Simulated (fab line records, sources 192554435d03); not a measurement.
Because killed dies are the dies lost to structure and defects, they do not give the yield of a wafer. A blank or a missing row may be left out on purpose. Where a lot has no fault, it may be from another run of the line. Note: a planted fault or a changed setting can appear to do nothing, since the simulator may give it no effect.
Split-lot experiment / flow n5 finfet / on a route of 1938 steps: 7 lots, 39 wafers read

== THE SPLIT ==
At N5_SD_EPI_N_ETCH_35 (etches SOC in N2/H2, overetch 108 nm, time 486 s), the setting source w was moved away from the recipe's 3000 W on 18 of the 39 wafers read, by -17.2% to +15.9%. For the rest of the wafers, this setting stayed at what the recipe calls for.

The reading comes from the split's own step.

== THE READING ==
rf vpp V, in V, at N5_SD_EPI_N_ETCH_35 (etches SOC in N2/H2, overetch 108 nm, time 486 s). A value of 240.6 V with a standard deviation of 1.3 V is what fault-free wafers of this fab line usually give.

wafer=L074.1; tool, chamber at the split=rie diel-04, 2; source w as run, W=3417; against the recipe=+13.9%; rf vpp V, V=228.4; against lot-mates on the recipe=-12.4
wafer=L074.2; tool, chamber at the split=rie diel-04, 0; source w as run, W=3417; against the recipe=+13.9%; rf vpp V, V=229.5; against lot-mates on the recipe=-11.3
wafer=L074.3; tool, chamber at the split=rie diel-04, 3; source w as run, W=3000; against the recipe=recipe; rf vpp V, V=239.7; against lot-mates on the recipe=-
wafer=L074.4; tool, chamber at the split=rie diel-04, 1; source w as run, W=3000; against the recipe=recipe; rf vpp V, V=240.9; against lot-mates on the recipe=-
wafer=L074.5; tool, chamber at the split=rie diel-04, 0; source w as run, W=3000; against the recipe=recipe; rf vpp V, V=241.8; against lot-mates on the recipe=-
wafer=L074.6; tool, chamber at the split=rie diel-04, 1; source w as run, W=3417; against the recipe=+13.9%; rf vpp V, V=232.1; against lot-mates on the recipe=-8.7
wafer=L078.1; tool, chamber at the split=rie diel-02, 2; source w as run, W=3000; against the recipe=recipe; rf vpp V, V=240.4; against lot-mates on the recipe=-
wafer=L078.2; tool, chamber at the split=rie diel-02, 0; source w as run, W=3172; against the recipe=+5.7%; rf vpp V, V=235.0; against lot-mates on the recipe=-3.7
wafer=L078.3; tool, chamber at the split=rie diel-02, 1; source w as run, W=3172; against the recipe=+5.7%; rf vpp V, V=235.0; against lot-mates on the recipe=-3.7
wafer=L078.4; tool, chamber at the split=rie diel-02, 3; source w as run, W=3172; against the recipe=+5.7%; rf vpp V, V=233.4; against lot-mates on the recipe=-5.3
wafer=L078.5; tool, chamber at the split=rie diel-02, 0; source w as run, W=3000; against the recipe=recipe; rf vpp V, V=238.2; against lot-mates on the recipe=-
wafer=L078.6; tool, chamber at the split=rie diel-02, 3; source w as run, W=3000; against the recipe=recipe; rf vpp V, V=237.5; against lot-mates on the recipe=-
wafer=L081.1; tool, chamber at the split=rie diel-02, 0; source w as run, W=3476; against the recipe=+15.9%; rf vpp V, V=227.4; against lot-mates on the recipe=-12.8
wafer=L081.2; tool, chamber at the split=rie diel-02, 1; source w as run, W=3476; against the recipe=+15.9%; rf vpp V, V=230.2; against lot-mates on the recipe=-10.0
wafer=L081.3; tool, chamber at the split=rie diel-02, 2; source w as run, W=3000; against the recipe=recipe; rf vpp V, V=241.2; against lot-mates on the recipe=-
wafer=L081.4; tool, chamber at the split=rie diel-02, 2; source w as run, W=3476; against the recipe=+15.9%; rf vpp V, V=228.3; against lot-mates on the recipe=-11.9
wafer=L081.5; tool, chamber at the split=rie diel-02, 1; source w as run, W=3000; against the recipe=recipe; rf vpp V, V=240.1; against lot-mates on the recipe=-
wafer=L081.6; tool, chamber at the split=rie diel-02, 0; source w as run, W=3000; against the recipe=recipe; rf vpp V, V=239.2; against lot-mates on the recipe=-
wafer=L082.2; tool, chamber at the split=rie diel-04, 2; source w as run, W=3000; against the recipe=recipe; rf vpp V, V=241.4; against lot-mates on the recipe=-
wafer=L082.5; tool, chamber at the split=rie diel-04, 0; source w as run, W=3000; against the recipe=recipe; rf vpp V, V=240.3; against lot-mates on the recipe=-
wafer=L082.6; tool, chamber at the split=rie diel-04, 1; source w as run, W=3000; against the recipe=recipe; rf vpp V, V=243.4; against lot-mates on the recipe=-
wafer=L083.1; tool, chamber at the split=rie diel-02, 1; source w as run, W=2797; against the recipe=-6.8%; rf vpp V, V=245.3; against lot-mates on the recipe=+4.2
wafer=L083.2; tool, chamber at the split=rie diel-02, 2; source w as run, W=2797; against the recipe=-6.8%; rf vpp V, V=246.6; against lot-mates on the recipe=+5.5
wafer=L083.3; tool, chamber at the split=rie diel-02, 0; source w as run, W=3000; against the recipe=recipe; rf vpp V, V=238.9; against lot-mates on the recipe=-
wafer=L083.4; tool, chamber at the split=rie diel-02, 3; source w as run, W=3000; against the recipe=recipe; rf vpp V, V=244.2; against lot-mates on the recipe=-
wafer=L083.5; tool, chamber at the split=rie diel-02, 2; source w as run, W=3000; against the recipe=recipe; rf vpp V, V=240.1; against lot-mates on the recipe=-
wafer=L083.6; tool, chamber at the split=rie diel-02, 3; source w as run, W=2797; against the recipe=-6.8%; rf vpp V, V=249.1; against lot-mates on the recipe=+8.0
wafer=L088.1; tool, chamber at the split=rie diel-04, 3; source w as run, W=2738; against the recipe=-8.7%; rf vpp V, V=245.7; against lot-mates on the recipe=+5.2
wafer=L088.2; tool, chamber at the split=rie diel-04, 2; source w as run, W=2738; against the recipe=-8.7%; rf vpp V, V=247.7; against lot-mates on the recipe=+7.2
wafer=L088.3; tool, chamber at the split=rie diel-04, 1; source w as run, W=2738; against the recipe=-8.7%; rf vpp V, V=249.5; against lot-mates on the recipe=+9.0
wafer=L088.4; tool, chamber at the split=rie diel-04, 0; source w as run, W=3000; against the recipe=recipe; rf vpp V, V=239.6; against lot-mates on the recipe=-
wafer=L088.5; tool, chamber at the split=rie diel-04, 1; source w as run, W=3000; against the recipe=recipe; rf vpp V, V=241.8; against lot-mates on the recipe=-
wafer=L088.6; tool, chamber at the split=rie diel-04, 0; source w as run, W=3000; against the recipe=recipe; rf vpp V, V=240.1; against lot-mates on the recipe=-
wafer=L096.1; tool, chamber at the split=rie diel-03, 2; source w as run, W=3000; against the recipe=recipe; rf vpp V, V=239.7; against lot-mates on the recipe=-
wafer=L096.2; tool, chamber at the split=rie diel-03, 3; source w as run, W=2483; against the recipe=-17.2%; rf vpp V, V=258.6; against lot-mates on the recipe=+18.1
wafer=L096.3; tool, chamber at the split=rie diel-03, 1; source w as run, W=3000; against the recipe=recipe; rf vpp V, V=241.4; against lot-mates on the recipe=-
wafer=L096.4; tool, chamber at the split=rie diel-03, 1; source w as run, W=2483; against the recipe=-17.2%; rf vpp V, V=256.8; against lot-mates on the recipe=+16.3
wafer=L096.5; tool, chamber at the split=rie diel-03, 3; source w as run, W=2483; against the recipe=-17.2%; rf vpp V, V=258.0; against lot-mates on the recipe=+17.5
wafer=L096.6; tool, chamber at the split=rie diel-03, 2; source w as run, W=3000; against the recipe=recipe; rf vpp V, V=240.5; against lot-mates on the recipe=-

THE FIT
A straight line over all 39 wafers: rf vpp V changes by -0.863 V for each +1% of source w; r = -0.97; the points scatter about the line by 1.7 V.
The same after taking each lot's own level away (the mean of its wafers on the recipe; 39 wafers): -0.846 V for each +1%; r = -0.98; scatter 1.6 V.
The reading moves by 15 V for the largest change in source w, on that fit.
The span of the lots' own levels, 238.70 to 241.70 V, comes to 2.3 times the standard deviation stated above.
Hence the lot-to-lot level has little effect on the slope; both slopes agree.
Check: +14.6 V against its lot-mates is what the line predicts for one of the wafers moved furthest among these (-17.2%) when that wafer is left out of the fit. It came out at +18.1 V against them.
Tool readings at the split's step, against how far the setting was moved: rf vpp V r = -0.97.

== THE OTHER SPLITS THESE WAFERS WENT THROUGH ==
Note: prior to the reading, these wafers also went through further splits. Each is held against what the fit with the lots' levels taken away leaves over:
other split on the same wafers=N5_PMOS_HMC_CHANNEL_EPI_EPI_20 pressure torr; wafers away from the commonest value=24; r with rf vpp V (lot level and that fit taken away)=-0.22
other split on the same wafers=N5_FIN_CUT_CUT_ETCH_15 target depth a; wafers away from the commonest value=18; r with rf vpp V (lot level and that fit taken away)=+0.02
other split on the same wafers=N5_DUMMY_GATE_ETCH_37 source w; wafers away from the commonest value=15; r with rf vpp V (lot level and that fit taken away)=+0.17

== THE WHOLE CHAIN: every reading that the file lists as answering this split, in the file's order ==
step=N5_SD_EPI_N_ETCH_35; what it does=etches SOC in N2/H2, overetch 108 nm, time 486 s; reading=rf vpp V; change (the file's fit)=-0.844 V for each +1% of the setting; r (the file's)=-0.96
step=N5_SD_EPI_N_ETCH_35; what it does=etches SOC in N2/H2, overetch 108 nm, time 486 s; reading=SiARC_of_SD_EPI_N_COAT_33.thk nm (the simulator's own value, which no gauge read); change (the file's fit)=-0.121 nm for each +1% of the setting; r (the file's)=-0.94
step=N5_SD_EPI_N_ETCHBACK_44; what it does=etches SiNx in CH3F/O2, stops on SiO2, target depth 14.5 nm; reading=SiARC_of_SD_EPI_N_COAT_33.thk nm (the simulator's own value, which no gauge read); change (the file's fit)=-0.128 nm for each +1% of the setting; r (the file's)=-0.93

== THE FILE'S OWN FIT ==
rf vpp V changes by -0.844 V for each +1% of source w, r = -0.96.
